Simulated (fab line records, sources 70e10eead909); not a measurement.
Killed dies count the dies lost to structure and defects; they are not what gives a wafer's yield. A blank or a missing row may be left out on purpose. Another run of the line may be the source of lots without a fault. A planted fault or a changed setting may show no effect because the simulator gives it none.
fab line records	flow nand-harc	part 2 of 2: steps 5 to 6 of 6
record lots=23	wafers=69	last-day=34
route steps=1302 shown A_SLIT@938 A_WL_FILL@975 A_CONTACT@985
lots with no fault: from the same line, run without faults
start-h: hours from the record's opening day to when the first of the lot's shown wafers began	wait-h: time in hours since the lot's previous step	" repeats the value in the row above	L1.1+2: one row covering several wafers at once	- no value, or no start given	* or withheld: withheld	< > ~ a bound
route shown NAME@n: names a module that has steps shown in the file, with the first one's number in the route	usual: the fault-free wafers' mean and standard deviation	same: alike in all rows	chamber/n: place in a boat	sites: each site's reading	_std_site: their standard deviation	_edge_site: mean of outer sites minus mean of inner sites	radius-mm: for every site, how far away it sits from the centre of the wafer	mask NAME#n: copy n	behind: the most recent tool/chamber to have shaped the wafer	hold: the reason the lot was held/the length of the hold in hours/how it ended	device: names the non-switching transistor (n, p or np)	end of line: tests of these same wafers at the route's end	step lacking rows: just its recipe	killed: dies lost to structure and defects at the first sort, not the wafer's yield	map: a wafer's dies, marking killed ones x, the rest . and places with no die _
set.NAME: the setting the step ran with; set.NAME@STEP: the setting that earlier step ran with	model.NAME: the simulator's own value behind a step, which no gauge read
the route's steps for a sample of lots (tables are steps, rows are wafers)
services: from which hour (start-h, from the record's first day; less than 0 if before it) a tool's chamber was out of use, for how many hours, and why
## steps
# step NHARC_A_CONTACT_DESCUM_47
# recipe time-s=3	o2-flow-sccm=200	ar-flow-sccm=0	bias-power-w=0	chemistry=O2
# usual drypump-motor-current-A=5.7/0.46	o2-flow-sccm=200.1/0.64	oes-product-au=0.997/0.0082	rf-vpp-V=57.8/0.92	showerhead-plenum-p-Torr=1.90/0.084	throttle-valve-pct=11.310/0.0091
lot.wafer	tool	chamber	start-h	wait-h	drypump-motor-current-A	o2-flow-sccm	oes-product-au	rf-hours-counter-h	rf-vpp-V	showerhead-plenum-p-Torr	throttle-valve-pct
L075.2	rie-diel-01	1	506.50	0.1	6.4	199.3	1.009	13	58.5	1.92	11.299
L075.4	"	3	"	"	5.4	200.4	1.000	18	57.1	1.87	11.308
L075.6	"	2	"	"	5.7	200.2	0.984	-	56.7	1.84	11.309
L077.1	rie-diel-08	0	506.94	0.1	5.6	199.8	1.005	45	57.8	1.84	11.306
L077.2	"	1	"	"	6.2	201.0	1.014	49	56.3	1.77	11.299
L077.4	"	1	"	"	6.2	200.8	1.005	-	57.6	1.77	11.315
L074.2	rie-diel-01	2	511.15	0.1	5.7	200.3	0.996	18	57.8	1.84	11.316
L074.4	"	3	"	"	5.4	199.2	1.000	19	58.3	1.87	11.311
L074.6	"	1	"	"	6.4	200.0	1.001	-	57.5	1.92	11.310
L076.4	rie-diel-01	0	515.48	0.1	5.0	199.7	1.001	18	57.0	1.90	11.309
L076.1	"	2	"	"	5.7	199.3	0.990	20	57.5	1.84	11.327
L076.3	"	3	"	"	5.4	199.7	0.995	21	59.0	1.87	11.306
L079.2	rie-diel-08	1	533.06	0.1	6.2	199.0	0.999	57	55.9	1.77	11.315
L079.1	"	3	"	"	5.4	199.6	0.998	48	58.8	1.79	11.303
L079.6	"	1	"	"	6.2	200.8	0.999	-	57.1	1.77	11.318
L078.4	rie-diel-01	2	533.75	0.1	5.7	199.9	0.995	25	55.7	1.84	11.319
L078.1	"	3	"	"	5.4	198.8	0.995	26	57.2	1.87	11.290
L078.6	"	1	"	"	6.3	199.1	0.997	-	58.1	1.92	11.316
L080.4	rie-diel-01	0	554.04	0.1	5.0	199.5	0.990	27	58.8	1.90	11.304
L080.1	"	3	"	"	5.4	200.5	0.988	31	59.0	1.87	11.310
L080.6	"	0	"	"	5.0	199.4	0.987	-	57.2	1.90	11.327
L081.4	rie-diel-03	2	563.67	0.1	5.6	201.2	1.008	27	58.3	1.86	11.315
L081.2	"	3	"	"	5.5	200.3	1.004	31	56.8	1.85	11.302
L081.6	"	2	"	"	5.5	200.5	1.007	-	57.6	1.86	11.289
L082.1	rie-diel-01	1	599.10	0.1	6.4	198.9	0.999	2	58.6	1.92	11.304
L082.4	"	1	"	"	6.3	200.0	1.012	-	58.2	1.92	11.317
L082.5	"	3	"	"	5.4	200.3	1.001	-	56.8	1.86	11.322
L084.2	rie-diel-08	2	599.39	0.1	6.1	200.1	0.996	9	58.4	2.07	11.299
L084.1	"	0	"	"	5.6	201.1	1.006	17	57.6	1.83	11.325
L084.6	"	2	"	"	6.1	200.3	0.993	-	59.2	2.07	11.305
L083.2	rie-diel-08	2	605.47	0.1	6.1	200.2	0.998	13	59.5	2.07	11.315
L083.1	"	0	"	"	5.6	200.0	1.008	20	57.5	1.83	11.309
L083.5	"	2	"	"	6.1	200.6	1.000	-	58.8	2.07	11.309
L085.2	rie-diel-08	0	614.89	0.1	5.6	200.1	0.995	21	57.2	1.83	11.314
L085.1	"	1	"	"	6.2	199.7	1.004	21	58.9	2.07	11.301
L085.5	"	3	"	"	5.4	199.8	0.995	-	57.4	1.78	11.285
L088.2	rie-diel-01	0	627.76	0.1	5.0	200.0	0.982	7	57.2	1.90	11.307
L088.6	"	0	"	"	5.0	200.0	0.997	-	56.8	1.90	11.316
L088.4	"	1	"	"	6.4	200.3	1.009	-	59.0	1.92	11.317
L086.1	rie-diel-03	3	628.36	0.1	5.5	200.2	0.993	57	56.9	1.84	11.328
L086.4	"	0	"	"	5.0	201.3	1.002	57	58.2	1.95	11.315
L086.5	"	0	"	"	5.0	201.8	0.997	-	57.4	1.95	11.300
L089.1	rie-diel-01	0	640.14	0.1	5.0	199.7	0.987	10	56.6	1.90	11.302
L089.3	"	1	"	"	6.4	200.7	1.002	13	58.6	1.91	11.299
L089.6	"	3	"	"	5.4	200.2	0.997	-	55.7	1.86	11.319
L091.1	rie-diel-03	3	652.72	0.1	5.5	199.5	1.000	6	57.5	1.84	11.305
L091.4	"	2	"	"	5.6	199.6	0.983	5	56.2	1.85	11.316
L091.6	"	0	"	"	5.0	200.1	0.995	-	58.3	1.94	11.311
L090.3	rie-diel-08	0	659.10	0.1	5.6	199.7	0.996	35	57.7	1.82	11.310
L090.1	"	2	"	"	6.1	199.6	0.987	32	58.8	2.07	11.314
L090.6	"	1	"	"	6.2	200.1	0.992	-	59.4	2.06	11.308
L093.3	rie-diel-01	2	686.96	0.1	5.7	199.8	1.000	3	58.1	1.84	11.315
L093.1	"	0	"	"	5.0	200.0	0.996	18	57.7	1.89	11.320
L093.4	"	1	"	"	6.4	199.9	1.004	20	58.6	1.91	11.313
L092.3	rie-diel-08	2	687.12	0.1	6.1	199.3	0.997	43	58.1	2.06	11.325
L092.4	"	0	"	"	5.6	199.4	0.992	48	58.8	1.82	11.320
L092.6	"	1	"	"	6.2	200.1	0.992	-	58.8	2.06	11.318
L094.3	rie-diel-03	2	691.08	0.1	5.6	200.7	0.999	15	57.4	1.85	11.316
L094.5	"	0	"	"	5.0	201.3	0.986	-	59.0	1.94	11.325
L094.6	"	1	"	"	5.3	199.7	0.972	-	58.2	2.04	11.300
L096.2	rie-diel-01	1	707.64	0.1	6.4	200.1	1.015	24	56.8	1.91	11.326
L096.4	"	3	"	"	5.4	200.7	1.000	23	57.8	1.86	11.307
L096.6	"	1	"	"	6.4	201.7	1.005	-	58.0	1.91	11.301
L095.3	rie-diel-01	1	720.23	0.1	6.3	200.6	1.007	25	57.0	1.91	11.312
L095.1	"	2	"	"	5.7	199.2	1.005	8	58.1	1.84	11.293
L095.2	"	3	"	"	5.4	200.3	0.997	24	58.6	1.86	11.315
L097.4	rie-diel-03	1	737.55	0.1	5.3	201.3	0.984	-	58.7	2.03	11.312
L097.6	"	2	"	"	5.6	200.9	0.995	-	57.7	1.85	11.312
L097.5	"	0	"	"	5.0	200.0	1.001	-	57.3	1.94	11.310
# step NHARC_A_CONTACT_ETCH_102
# recipe target-depth-a=1000	overetch-a=100	time-s=55	ion-energy-ev=100	cf4-flow-sccm=80	o2-flow-sccm=20	ar-flow-sccm=0	rf-w=300	bias-w=100	chemistry=CF4/O2
# usual drypump-motor-current-A=5.6/0.47	o2-flow-sccm=20.00/0.055	oes-product-au=0.996/0.0083	rf-vpp-V=197.2/1.4	showerhead-plenum-p-Torr=1.31/0.053	throttle-valve-pct=13.397/0.0093
lot.wafer	tool	chamber	start-h	wait-h	drypump-motor-current-A	o2-flow-sccm	oes-product-au	rf-hours-counter-h	rf-vpp-V	showerhead-plenum-p-Torr	throttle-valve-pct
L077.2	rie-diel-08	3	512.77	0.1	5.4	19.97	0.995	43	196.4	1.25	13.398
L077.1	"	1	"	"	6.2	19.97	1.004	51	194.6	1.24	13.377
L077.4	"	3	"	"	5.4	19.99	1.003	-	197.1	1.25	13.406
L075.2	rie-diel-08	2	513.67	0.1	6.1	20.03	0.991	43	194.5	1.23	13.394
L075.4	"	2	"	"	6.1	20.06	0.998	-	195.2	1.23	13.397
L075.6	"	3	"	"	5.4	19.93	0.988	-	195.8	1.25	13.421
L074.4	rie-diel-03	2	517.19	0.1	5.5	19.96	1.004	12	198.5	1.30	13.390
L074.2	"	0	"	"	5.0	20.14	1.006	15	198.9	1.37	13.397
L074.6	"	3	"	"	5.5	20.01	0.993	-	196.8	1.29	13.395
L076.3	rie-diel-03	2	520.92	0.0	5.6	20.02	1.004	13	197.1	1.30	13.399
L076.4	"	3	"	"	5.5	19.97	0.989	15	197.7	1.29	13.400
L076.1	"	0	"	"	5.0	19.97	1.003	16	198.4	1.37	13.394
L079.1	rie-diel-08	1	538.45	0.0	6.2	20.05	0.998	58	195.8	1.23	13.393
L079.2	"	2	"	"	6.1	19.98	0.999	49	194.1	1.23	13.379
L079.6	"	1	"	"	6.2	20.11	1.009	-	195.6	1.23	13.406
L078.4	rie-diel-01	2	539.19	0.1	5.7	20.03	0.990	27	195.6	1.29	13.415
L078.1	"	0	"	"	5.0	19.99	0.997	24	197.5	1.33	13.406
L078.6	"	2	"	"	5.7	19.96	0.995	-	196.1	1.29	13.395
L080.4	rie-diel-03	3	559.46	0.1	5.5	19.98	1.002	27	196.6	1.29	13.403
L080.1	"	0	"	"	5.0	20.03	0.998	28	199.8	1.36	13.396
L080.6	"	3	"	"	5.5	20.04	0.994	-	196.5	1.29	13.410
L081.2	rie-diel-01	0	569.07	0.1	5.0	19.96	0.997	0	195.9	1.32	13.415
L081.4	"	1	"	"	6.3	19.94	1.016	0	198.2	1.34	13.404
L081.6	"	0	"	"	5.0	20.05	0.997	-	198.2	1.32	13.407
L084.2	rie-diel-01	3	604.90	0.1	5.4	19.91	1.006	4	195.5	1.30	13.399
L084.1	"	1	"	"	6.4	19.94	1.004	5	197.8	1.34	13.396
L084.6	"	0	"	"	5.1	19.93	0.990	-	197.2	1.32	13.393
L082.1	rie-diel-01	1	605.60	0.1	6.3	20.06	1.005	5	199.4	1.34	13.388
L082.4	"	1	"	"	6.3	20.08	1.004	-	199.0	1.34	13.403
L082.5	"	3	"	"	5.4	19.92	0.999	-	197.3	1.30	13.381
L083.1	rie-diel-01	3	611.28	0.1	5.4	19.99	0.986	6	197.2	1.30	13.398
L083.2	"	1	"	"	6.3	20.08	0.998	6	196.7	1.34	13.388
L083.5	"	3	"	"	5.4	19.95	0.992	-	197.7	1.30	13.382
L085.1	rie-diel-01	0	620.36	0.1	5.0	20.01	0.985	6	196.7	1.32	13.387
L085.2	"	1	"	"	6.3	19.98	1.016	8	198.9	1.34	13.390
L085.5	"	1	"	"	6.4	20.02	1.005	-	197.3	1.34	13.395
L088.4	rie-diel-08	3	633.76	0.2	5.4	20.00	0.982	28	196.3	1.24	13.386
L088.2	"	0	"	"	5.6	19.97	1.003	28	195.8	1.28	13.386
L088.6	"	3	"	"	5.4	19.89	0.990	-	196.3	1.24	13.410
L086.1	rie-diel-01	0	633.94	0.1	5.0	19.99	0.991	10	197.4	1.32	13.398
L086.5	"	1	"	"	6.3	20.06	1.002	-	197.8	1.34	13.388
L086.4	"	3	"	"	5.4	19.96	0.998	-	197.0	1.30	13.398
L089.1	rie-diel-08	3	646.25	0.1	5.4	20.09	0.986	33	195.9	1.24	13.381
L089.3	"	2	"	"	6.1	20.07	0.985	29	200.2	1.44	13.409
L089.6	"	0	"	"	5.6	20.11	0.988	-	197.0	1.27	13.402
L091.1	rie-diel-01	1	658.16	0.1	6.3	19.99	1.009	17	196.6	1.33	13.404
L091.6	"	3	"	"	5.4	20.02	0.995	-	197.0	1.30	13.411
L091.4	"	0	"	"	5.0	19.95	0.997	-	198.8	1.32	13.392
L090.1	rie-diel-03	1	664.60	0.1	5.3	20.08	0.989	7	199.6	1.42	13.394
L090.3	"	2	"	"	5.5	19.98	0.997	9	196.6	1.29	13.389
L090.6	"	1	"	"	5.3	20.06	0.994	-	198.6	1.42	13.418
L093.1	rie-diel-01	1	692.35	0.1	6.3	20.04	1.002	21	197.8	1.33	13.413
L093.3	"	2	"	"	5.7	20.00	1.004	4	196.0	1.28	13.397
L093.4	"	0	"	"	5.0	19.99	0.987	19	197.0	1.32	13.396
L092.3	rie-diel-01	1	693.39	0.1	6.4	20.01	1.008	21	198.2	1.33	13.392
L092.4	"	2	"	"	5.7	20.03	0.999	4	198.4	1.28	13.405
L092.6	"	1	"	"	6.4	20.04	0.997	-	199.1	1.33	13.398
L094.3	rie-diel-08	0	696.48	0.1	5.6	20.05	0.990	51	195.5	1.27	13.391
L094.5	"	3	"	"	5.4	19.98	0.971	-	195.4	1.24	13.405
L094.6	"	0	"	"	5.6	19.98	0.995	-	197.0	1.27	13.386
L096.4	rie-diel-01	3	713.02	0.1	5.4	20.00	1.002	24	196.1	1.30	13.390
L096.2	"	0	"	"	5.1	20.04	0.992	22	198.3	1.32	13.417
L096.6	"	3	"	"	5.4	20.06	0.997	-	198.0	1.30	13.385
L095.1	rie-diel-03	0	725.62	0.1	5.0	20.03	1.005	27	197.6	1.35	13.406
L095.2	"	1	"	"	5.3	19.96	0.991	24	198.3	1.42	13.397
L095.3	"	2	"	"	5.5	19.94	1.003	28	197.2	1.29	13.404
L097.4	rie-diel-03	1	743.58	0.1	5.3	19.94	0.995	30	198.6	1.42	13.402
L097.5	"	1	"	"	5.3	20.07	0.983	-	197.9	1.42	13.385
L097.6	"	2	"	"	5.5	19.99	0.999	-	197.4	1.29	13.406
## services
tool	chamber	start-h	hours	kind
rie-diel-03	-	458.81	9.0	pm
rie-diel-06	1	459.50	10.0	repair
rie-diel-06	-	484.20	9.0	pm
rie-diel-03	-	497.64	0.5	repair
rie-diel-08	2	499.32	11.7	repair
ald-metal-01	-	526.00	10.0	pm
rie-diel-03	-	541.18	0.5	repair
acl-dep-01	-	550.06	13.0	pm
ald-metal-01	3	555.85	3.5	repair
rie-diel-01	-	558.38	9.0	pm
rie-diel-02	-	570.70	9.0	pm
rie-diel-01	2	582.28	79.9	repair
rie-diel-01	0	588.77	4.8	repair
ald-metal-02	-	610.18	10.0	pm
acl-dep-02	-	612.48	13.0	pm
rie-diel-06	2	622.14	2.8	repair
ald-metal-02	-	629.61	0.4	repair
rie-diel-03	-	635.94	9.0	pm
rie-diel-01	-	650.49	0.4	repair
rie-diel-06	-	661.20	9.0	pm
rie-diel-08	-	726.77	9.0	pm
acl-dep-01	-	731.14	13.0	pm
rie-diel-01	-	735.38	9.0	pm
rie-diel-03	3	736.79	3.6	repair
